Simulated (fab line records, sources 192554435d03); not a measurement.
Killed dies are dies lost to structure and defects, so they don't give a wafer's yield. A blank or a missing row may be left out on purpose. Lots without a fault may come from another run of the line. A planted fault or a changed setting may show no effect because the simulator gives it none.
One fault seen from 2 desks | flow n5_finfet | each desk has only its own numbers; what lay behind them comes last

THE TOOL OWNER'S DESK: cvd_co-01
The tool's own readings at N5_BEOL_M2_CO_CAP_55 (material Co, precursor CCTBA/H2, target thk 2 nm, time 102.1 s): means of the sampled wafers that have a number, for each lot that ran on this tool. A lot is out of limits, marked OUT, if its mean lies more than 4 standard deviations from the usual mean; the brackets give that distance.
Columns: A = heater_power_w at N5_BEOL_M2_CO_CAP_55, usual 234 W; B = run_length_s at N5_BEOL_M2_CO_CAP_55, usual 125.4 s
lot  | first seen here | A   | B
L684 | day 7 08:52     | 242 | 125.3
L692 | day 9 11:47     | 240 | 125.4
L696 | day 10 06:08    | 229 | 113.4 (-20) OUT
L697 | day 10 09:26    | 242 | 107.5 (-30) OUT
L700 | day 11 14:09    | 228 | 89.4 (-60) OUT
This desk's finding: out of limits on L696, L697, L700; first on L696, day 10 06:08 (run_length_s at N5_BEOL_M2_CO_CAP_55). In limits: L684, L692.

THE METROLOGY DESK
What the gauges read, lot by lot, whatever tool the lot ran on: means of the sampled wafers that have a number. A lot is out of limits, marked OUT, if its mean lies more than 4 standard deviations from the usual mean; the brackets give that distance. Of its 11 readings 7 are shown: those that lie furthest out on some lot.
Columns: A = DIBL_N at N5_BEOL_M4_RC_MEAS_101, usual 36.4 mV/V; B = DIBL_P at N5_BEOL_M4_RC_MEAS_101, usual 36.4 mV/V; C = IOFF_N at N5_BEOL_M4_RC_MEAS_101, usual 0.156 nA/um; D = IOFF_P at N5_BEOL_M4_RC_MEAS_101, usual 0.210 nA/um; E = ION_N at N5_BEOL_M4_RC_MEAS_101, usual 675 uA/um; F = VT_N at N5_BEOL_M4_RC_MEAS_101, usual 250 mV; G = VT_P at N5_BEOL_M4_RC_MEAS_101, usual -250.3 mV
lot  | first seen here | A    | B    | C     | D     | E   | F   | G
L684 | day 7 08:47     | 37.4 | 34.8 | 0.147 | 0.222 | 664 | 253 | -249.5
L691 | day 9 11:16     | 37.6 | 37.2 | 0.157 | 0.203 | 670 | 250 | -253.6
L692 | day 9 11:43     | 36.9 | 39.0 | 0.189 | 0.245 | 686 | 246 | -247.4
L696 | day 10 06:03    | 36.2 | 36.3 | 0.143 | 0.202 | 662 | 254 | -252.3
L697 | day 10 09:22    | 39.2 | 35.2 | 0.162 | 0.222 | 671 | 250 | -249.2
L700 | day 11 14:02    | 38.4 | 39.1 | 0.179 | 0.229 | 683 | 250 | -250.1
L704 | day 12 20:28    | 34.9 | 34.9 | 0.139 | 0.200 | 672 | 251 | -248.7
This desk's finding: nothing out of limits on any of the 7 lots.

PUT TOGETHER
The tool owner's desk could have raised an alarm at day 10 06:08, on L696, L697, L700.
The metrology desk saw nothing out of limits.
The metrology desk has L696, L697, L700 on record, within its limits.
Of the lots named, all ran N5_BEOL_M2_CO_CAP_55 on cvd_co-01.

WHAT THE SIMULATOR HAD PUT IN
Process parameter drift: cvd_co-01, from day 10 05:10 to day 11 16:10, at N5_BEOL_M2_CO_CAP_55. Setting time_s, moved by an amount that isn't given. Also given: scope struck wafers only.
Lots struck among those shown: L696, L697, L700.
Hours from the fault's start to each desk's first reading out of limits: the tool owner's desk, 1.
